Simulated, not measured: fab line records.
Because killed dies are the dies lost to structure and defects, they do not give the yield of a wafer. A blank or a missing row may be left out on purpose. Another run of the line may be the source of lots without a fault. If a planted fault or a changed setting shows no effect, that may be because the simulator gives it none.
Comparing a struck lot with a sound one ; flow n5_finfet ; 16 out of 1938 route steps
Sound: the wafers L553.1, L553.2, L553.6. Struck: wafers L564.2, L564.4. (L564.5 of the same lot was not struck and is left out.) The cause comes at the end.
At each step with rows: each side's tool, then ch and its chambers, then its first start. Under that, the readings that differ: sound wafers ; struck wafers ; difference of the means ; sigmas: that difference in standard deviations of wafers without a fault.
alike: words and numbers the same on both sides, and readings whose means are apart by under 2 such deviations; not compared: readings that were withheld, readings missing a value for some wafer, numbers with overlapping values and no deviation given by the record, and bounds like >300 which may hide the same value.
The two part at a step that has a row with sigmas, a row that says differs or no value, or rows on one side only. When numbers do not overlap yet have no deviation, they are printed without sigmas and do not part them. A reading that every wafer of one side lacks parts them only if that side has two wafers or more.

first, 1 step without rows for these wafers: N5_BEOL_M3_STRIP_36 (strips in N2/H2).
N5_BEOL_M3_TRENCH_ETCH_37: etches SiOC in C4F6/O2, target depth 55.555 nm, time 29.2 s.
  sound on rie_diel-03 ch 0,1,3; struck on rie_diel-01 ch 2,3
reading;sound;struck;difference;sigmas
drypump_motor_current_A (A);5.1 5.4 5.2;6.1 6.1;+0.9;+2
  alike: oes_product_au, rf_vpp_V, showerhead_plenum_p_Torr, throttle_valve_pct
  not compared: rf_hours_counter_h
N5_BEOL_M3_ETCH_41: etches SiCN in CH3F/O2, target depth 29.9 nm, time 52.5 s.
  sound on rie_diel-03 ch 0,1,3; struck on rie_diel-01 ch 2,3
reading;sound;struck;difference;sigmas
drypump_motor_current_A (A);5.0 5.3 5.2;6.1 6.1;+0.9;+2
  alike: oes_product_au, rf_vpp_V, showerhead_plenum_p_Torr, throttle_valve_pct
  not compared: rf_hours_counter_h
then, 1 step without rows for these wafers: N5_BEOL_M3_STRIP_97 (strips in N2/H2, time 10 s).
N5_BEOL_M3_OCD_MEAS_38:
  sound on ocd-01, day 9 05:25; struck on ocd-02, day 12 01:44
  alike: trench_depth_nm
then, 4 steps without rows for these wafers: N5_BEOL_M3_HM_STRIP_39 (strips TiN in peroxide tin strip, target depth 25 nm, time 158 s); N5_BEOL_M3_SRD_40 (time 30 s); N5_BEOL_M3_PRECLEAN_42 (cleans in residue remover, time 60 s); N5_BEOL_M3_SRD_43 (time 30 s).
N5_BEOL_M3_CD_MEAS_35: target cd 18 nm, target cd y 21 nm.
  sound on cd_sem-02, day 9 05:34; struck on cd_sem-01, day 12 01:53
reading;sound;struck;difference;sigmas
cd_nm (nm);17.5 17.0 16.8;17.9 18.2;+0.9;+2
N5_BEOL_M3_DEGAS_44: time 60 s.
  sound on pvd_sputter-01, day 9 05:47; struck on pvd_sputter-02, day 12 02:14
reading;sound;struck;difference;sigmas
heater_power_w (W);408 378 407;328 330;-69;-3
N5_BEOL_M3_PRE_CLEAN_45: time 30 s.
  sound on pvd_sputter-01, day 9 05:50; struck on pvd_sputter-02, day 12 02:17
reading;sound;struck;difference;sigmas
heater_power_w (W);402 381 409;334 333;-64;-2
N5_BEOL_M3_ALD_84: deposits TaN, pulse time 2 s, purge time 3 s, co reactant purge time 2 s.
  sound on ald_metal-01 ch 1,2,3, day 9 05:53; struck on ald_metal-01 ch 0,2, day 12 02:20
reading;sound;struck;difference;sigmas
ald_cycles;30 30 30;29 29;-1;
  alike: heater_power_w, precursor_vessel_temp_c
N5_BEOL_M3_SURFACE_TREAT_85:
  sound on pvd_sputter-01, day 9 06:11; struck on pvd_sputter-02, day 12 02:35
  not compared: throttle_valve_pct
N5_BEOL_M4_RC_MEAS_101:
  sound on prober-01 ch 0, day 10 03:11; struck on prober-01 ch 0, day 12 23:55
  alike: DIBL_N, DIBL_P, IOFF_N, IOFF_P, ION_N, ION_P, SS_N, SS_P, VT_N, VT_P
-- record jumps: 4 days separate the struck wafers' starts on either side; left off in module BEOL_M4, taken up again in module PASSIVATION, whose first shown step is the route's number 1936 --
N5_PASSIVATION_PROBE_49:
  sound on prober-02, day 14 09:10; struck on prober-01, day 17 05:11
reading;sound;struck;difference;sigmas
killed_at_M4_up;21 13 20;31;+13;+2
killed_on_rim;11 21 11;26;+12;+3
  alike: defect_limited_yield, killed_at_M0_to_M3, killed_at_contacts, killed_at_front_end, killed_at_other, killed_dies, killed_open, killed_short, sort_bin_5_function, sort_bin_6_memory, sort_bin_8_speed, sort_n_pass, sort_yield_pct

== WHERE THEY PART ==
Earliest at N5_BEOL_M3_TRENCH_ETCH_37; latest, in this record, at N5_PASSIVATION_PROBE_49.

WHY: whatever the simulator had introduced
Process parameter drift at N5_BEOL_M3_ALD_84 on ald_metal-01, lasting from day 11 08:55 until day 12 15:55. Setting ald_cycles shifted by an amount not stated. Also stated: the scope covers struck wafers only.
